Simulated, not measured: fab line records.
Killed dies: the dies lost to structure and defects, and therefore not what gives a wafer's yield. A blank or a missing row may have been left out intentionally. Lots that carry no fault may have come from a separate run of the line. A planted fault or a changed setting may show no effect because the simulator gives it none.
fab line records -- flow nand-harc -- part 2 of 2: steps 26 to 34 of 34
record lots=5, wafers=15, last-day=23
route steps=1159 shown A_M0@1016 A_M1@1026
lots that met no fault: from a run of the same line without faults
start-h: hours from the record's first day to the start of the lot's first wafer shown -- wait-h: hours since the lot's step before -- " same as the row above -- L1.1+2: a single row standing in for several wafers -- - no value, or no start was given -- * or withheld: withheld -- < > ~ a bound
route shown NAME@n: names a module that has steps shown in the file, with the first one's number in the route -- usual: the fault-free wafers' mean and standard deviation -- same: alike in all rows -- chamber/n: place in a boat -- sites: the reading at each site -- _std_site: the standard deviation of these -- _edge_site: mean of outer sites minus mean of inner sites -- radius-mm: for every site, how far away it sits from the centre of the wafer -- mask NAME#n: copy n -- behind: the most recent tool/chamber to have shaped the wafer -- hold: what put the lot on hold/how long, in hours/how the hold closed -- device: the n, p or np transistor that did not switch -- end of line: the same wafers' tests at the end of the route -- a step without rows: its recipe alone -- killed: the dies lost at the first sort to structure and to defects; this is not the yield of the wafer -- map: a wafer's dies, marking killed ones x, the rest . and places with no die _
set.NAME: the setting as run; set.NAME@STEP: as run at that earlier step -- model.NAME: the simulator's own value behind a step, which no gauge read
lots at some steps of the route; a table a step, a row a wafer
services: from which hour (start-h, from the record's first day; less than 0 if before it) a tool's chamber was out of use, for how many hours, and why
## steps
# step NHARC_A_M1_CD_MEAS_16
# usual cd-nm=119.5/0.98
lot.wafer,tool,chamber,start-h,wait-h,cd-nm
L076.2,cd-sem-01,-,414.20,-,119.6
L076.3,cd-sem-01,-,414.20,-,120.4
L076.5,cd-sem-01,-,414.20,-,121.5
L077.1,cd-sem-03,-,429.39,-,120.5
L077.2,cd-sem-03,-,429.39,-,120.6
L077.4,cd-sem-03,-,429.39,-,119.8
L085.4,cd-sem-03,-,462.54,-,119.1
L085.5,cd-sem-03,-,462.54,-,119.5
L085.6,cd-sem-03,-,462.54,-,120.7
L089.2,cd-sem-03,-,500.30,-,120.4
L089.3,cd-sem-03,-,500.30,-,118.8
L089.6,cd-sem-03,-,500.30,-,120.0
L092.1,cd-sem-03,-,523.23,-,119.4
L092.2,cd-sem-03,-,523.23,-,118.5
L092.4,cd-sem-03,-,523.23,-,119.1
# step NHARC_A_M1_STRIP_18
# recipe power-w=1000, n2-flow-sccm=150, h2-flow-sccm=150, ar-flow-sccm=0, bias-w=0, chemistry=N2/H2
# usual drypump-motor-current-A=5.8/0.52, oes-product-au=1.002/0.011, rf-vpp-V=90.9/0.93, showerhead-plenum-p-Torr=2.05/0.082, throttle-valve-pct=14.171/0.009
lot.wafer,tool,chamber,start-h,wait-h,drypump-motor-current-A,oes-product-au,rf-hours-counter-h,rf-vpp-V,showerhead-plenum-p-Torr,throttle-valve-pct
L076.3,rie-diel-12,2,414.32,0.1,4.9,1.004,2,90.9,2.00,14.163
L076.2,rie-diel-12,3,414.32,0.1,6.3,1.013,2,90.0,2.01,14.167
L076.5,rie-diel-12,1,414.32,0.1,6.5,0.995,-,91.1,2.12,14.170
L077.1,rie-diel-10,3,429.49,0.1,5.4,1.002,2,90.6,2.20,14.178
L077.2,rie-diel-10,0,429.49,0.1,5.1,1.001,1,90.0,1.93,14.171
L077.4,rie-diel-10,1,429.49,0.1,5.8,1.000,2,92.1,2.09,14.172
L085.6,rie-diel-10,3,462.71,0.2,5.4,0.987,-,92.2,2.20,14.170
L085.4,rie-diel-10,1,462.71,0.2,5.8,0.991,-,92.1,2.09,14.149
L085.5,rie-diel-10,2,462.71,0.2,5.0,1.021,-,89.9,1.96,14.175
L089.3,rie-diel-10,0,500.38,0.1,5.1,0.995,2,88.8,1.93,14.174
L089.2,rie-diel-10,3,500.38,0.1,5.4,0.980,3,90.7,2.20,14.166
L089.6,rie-diel-10,0,500.38,0.1,5.1,0.995,-,89.5,1.93,14.170
L092.2,rie-diel-09,2,523.31,0.1,6.5,1.016,6,89.9,2.01,14.187
L092.1,rie-diel-09,1,523.31,0.1,5.7,0.993,6,91.0,2.05,14.173
L092.4,rie-diel-09,1,523.31,0.1,5.7,0.995,-,91.1,2.05,14.198
# step NHARC_A_M1_ETCH_28
# recipe target-depth-a=300, over-etch-frac=0.3, time-s=72.99, ion-energy-ev=150, cf4-flow-sccm=50, n2-flow-sccm=100, ar-flow-sccm=150, rf-w=300, bias-w=100, chemistry=CF4/N2
# usual drypump-motor-current-A=5.7/0.51, oes-product-au=1.002/0.012, rf-vpp-V=314.4/1.9, showerhead-plenum-p-Torr=2.64/0.099, throttle-valve-pct=19.795/0.01
lot.wafer,tool,chamber,start-h,wait-h,drypump-motor-current-A,oes-product-au,rf-hours-counter-h,rf-vpp-V,showerhead-plenum-p-Torr,throttle-valve-pct
L076.3,rie-diel-12,1,-,-,6.5,0.986,2,316.6,2.72,19.795
L076.2,rie-diel-12,3,-,-,6.3,1.009,2,311.4,2.59,19.799
L076.5,rie-diel-12,0,-,-,6.0,0.986,-,316.6,2.69,19.793
L077.2,rie-diel-10,3,-,-,5.4,0.997,2,317.7,2.82,19.786
L077.4,rie-diel-10,1,-,-,5.8,0.996,2,315.4,2.69,19.818
L077.1,rie-diel-10,2,-,-,5.0,1.017,2,312.8,2.53,19.792
L085.6,rie-diel-10,2,-,-,4.9,1.023,-,312.3,2.53,19.787
L085.4,rie-diel-10,3,-,-,5.5,0.984,-,317.4,2.82,19.804
L085.5,rie-diel-10,1,-,-,5.8,0.986,-,314.2,2.69,19.812
L089.2,rie-diel-10,2,-,-,5.0,1.034,3,312.4,2.53,19.782
L089.3,rie-diel-10,0,-,-,5.1,1.007,2,311.6,2.50,19.796
L089.6,rie-diel-10,2,-,-,5.0,1.023,-,313.0,2.53,19.793
L092.1,rie-diel-09,2,-,-,6.5,1.008,6,313.6,2.59,19.799
L092.2,rie-diel-09,3,-,-,5.7,1.000,6,317.8,2.76,19.797
L092.4,rie-diel-09,1,-,-,5.8,0.984,-,315.3,2.64,19.800
# step NHARC_A_M1_STRIP_19
# recipe time-s=600, temp-c=30, chemistry=post-etch-residue-remover
lot.wafer,tool,chamber,start-h,wait-h
L076.3+5+2,wet-bench-10,"1,2,4",414.65,-
L077.1+2+4,wet-bench-08,"2,3,5",429.86,-
L085.4+5+6,wet-bench-08,"2,4,6",463.05,-
L089.2+6+3,wet-bench-08,"7,1,3",500.75,-
L092.4+1+2,wet-bench-08,"4,6,7",523.74,-
# step NHARC_A_M1_DEGAS_29
# recipe temp-c=250, time-s=60
# usual heater-power-w=343/27
lot.wafer,tool,chamber,start-h,wait-h,heater-power-w
L076.2,pvd-sputter-03,-,414.94,-,332
L076.3,pvd-sputter-03,-,414.94,-,390
L076.5,pvd-sputter-03,-,414.94,-,340
L077.4,pvd-sputter-01,-,430.14,-,343
L077.1,pvd-sputter-01,-,430.14,-,351
L077.2,pvd-sputter-01,-,430.14,-,348
L085.4,pvd-sputter-03,-,463.32,-,388
L085.5,pvd-sputter-03,-,463.32,-,374
L085.6,pvd-sputter-03,-,463.32,-,317
L089.3,pvd-sputter-02,-,501.01,-,363
L089.2,pvd-sputter-02,-,501.01,-,316
L089.6,pvd-sputter-02,-,501.01,-,312
L092.2,pvd-sputter-03,-,524.01,-,333
L092.4,pvd-sputter-03,-,524.01,-,376
L092.1,pvd-sputter-03,-,524.01,-,366
# step NHARC_A_M1_PRE_CLEAN_30
# recipe time-s=30, temp-c=280, gas=H2/He
# usual heater-power-w=422/32
lot.wafer,tool,chamber,start-h,wait-h,heater-power-w
L076.2,pvd-sputter-03,-,-,-,478
L076.3,pvd-sputter-03,-,-,-,422
L076.5,pvd-sputter-03,-,-,-,412
L077.4,pvd-sputter-01,-,-,-,425
L077.2,pvd-sputter-01,-,-,-,445
L077.1,pvd-sputter-01,-,-,-,417
L085.4,pvd-sputter-03,-,-,-,466
L085.5,pvd-sputter-03,-,-,-,397
L085.6,pvd-sputter-03,-,-,-,480
L089.3,pvd-sputter-02,-,-,-,401
L089.2,pvd-sputter-02,-,-,-,446
L089.6,pvd-sputter-02,-,-,-,399
L092.1,pvd-sputter-03,-,-,-,470
L092.4,pvd-sputter-03,-,-,-,437
L092.2,pvd-sputter-03,-,-,-,454
# step NHARC_A_M1_PVD_20
# recipe target-thk-a=50, bias-v=168.6, power-w=15000, chamber-pressure-pa=0.12, time-s=8.06, substrate-temp-c=50, material=TaN
# usual throttle-valve-pct=30.0/0.72
lot.wafer,tool,chamber,start-h,wait-h,throttle-valve-pct
L076.2,pvd-sputter-03,-,-,-,28.9
L076.3,pvd-sputter-03,-,-,-,31.0
L076.5,pvd-sputter-03,-,-,-,30.0
L077.2,pvd-sputter-01,-,-,-,31.6
L077.1,pvd-sputter-01,-,-,-,29.8
L077.4,pvd-sputter-01,-,-,-,29.9
L085.4,pvd-sputter-03,-,-,-,30.3
L085.5,pvd-sputter-03,-,-,-,28.7
L085.6,pvd-sputter-03,-,-,-,30.8
L089.3,pvd-sputter-02,-,-,-,30.7
L089.2,pvd-sputter-02,-,-,-,29.8
L089.6,pvd-sputter-02,-,-,-,30.5
L092.2,pvd-sputter-03,-,-,-,29.6
L092.1,pvd-sputter-03,-,-,-,30.6
L092.4,pvd-sputter-03,-,-,-,29.1
# step NHARC_A_M1_PVD_21
# recipe target-thk-a=300, chamber-pressure-pa=5, power-w=5000, substrate-temp-c=30, time-s=20.49, material=Cu
# usual throttle-valve-pct=30.0/0.71
lot.wafer,tool,chamber,start-h,wait-h,throttle-valve-pct
L076.3,pvd-sputter-03,-,-,-,29.9
L076.2,pvd-sputter-03,-,-,-,28.6
L076.5,pvd-sputter-03,-,-,-,30.2
L077.4,pvd-sputter-01,-,-,-,30.4
L077.2,pvd-sputter-01,-,-,-,30.2
L077.1,pvd-sputter-01,-,-,-,31.4
L085.4,pvd-sputter-03,-,-,-,28.5
L085.5,pvd-sputter-03,-,-,-,28.8
L085.6,pvd-sputter-03,-,-,-,30.8
L089.3,pvd-sputter-02,-,-,-,30.0
L089.2,pvd-sputter-02,-,-,-,29.2
L089.6,pvd-sputter-02,-,-,-,29.9
L092.4,pvd-sputter-03,-,-,-,28.8
L092.1,pvd-sputter-03,-,-,-,29.8
L092.2,pvd-sputter-03,-,-,-,30.7
# step NHARC_A_M1_ECD_22
# recipe target-thk-a=4000, bath-temp-c=25, material=Cu
# usual bath-temp-c=25.01/0.12
lot.wafer,tool,chamber,start-h,wait-h,bath-temp-c
L076.2,ecd-cu-01,1,415.34,-,24.87
L076.3,ecd-cu-01,1,415.34,-,25.10
L076.5,ecd-cu-01,1,415.34,-,25.10
L077.1,ecd-cu-02,0,430.71,-,25.19
L077.2,ecd-cu-02,1,430.71,-,24.88
L077.4,ecd-cu-02,0,430.71,-,25.02
L085.4,ecd-cu-01,1,463.83,-,25.09
L085.6,ecd-cu-01,1,463.83,-,25.11
L085.5,ecd-cu-01,0,463.83,-,24.78
L089.2,ecd-cu-01,1,501.42,-,24.96
L089.3,ecd-cu-01,1,501.42,-,25.04
L089.6,ecd-cu-01,1,501.42,-,24.99
L092.1,ecd-cu-01,1,524.37,-,25.00
L092.2,ecd-cu-01,0,524.37,-,24.83
L092.4,ecd-cu-01,0,524.37,-,25.09
## services
tool,chamber,start-h,hours,kind
rie-diel-09,2,387.33,7.3,repair
rie-diel-10,0,389.63,13.2,repair
pvd-sputter-02,-,392.07,10.0,pm
rie-diel-09,0,404.31,5.1,repair
wet-bench-08,-,406.40,8.0,pm
rie-diel-09,1,409.94,12.6,repair
pecvd-01,-,418.32,13.0,pm
wet-bench-10,-,423.24,8.0,pm
pvd-sputter-02,-,425.47,38.2,repair
rie-diel-09,-,431.41,9.0,pm
rie-diel-10,-,434.32,15.4,repair
litho-track-01,-,443.00,7.0,pm
ecd-cu-02,-,444.68,3.4,repair
ecd-cu-01,-,448.04,8.0,pm
rie-diel-12,0,456.85,7.4,repair
rie-diel-10,0,456.87,8.5,repair
litho-track-06,-,467.00,7.0,pm
wet-bench-10,-,469.35,1.4,repair
pecvd-04,-,472.32,2.2,repair
litho-track-04,-,491.00,7.0,pm
pvd-sputter-03,-,498.34,10.0,pm
rie-diel-12,3,500.90,7.7,repair
pvd-sputter-01,-,514.00,10.0,pm
rie-diel-09,0,517.63,18.2,repair
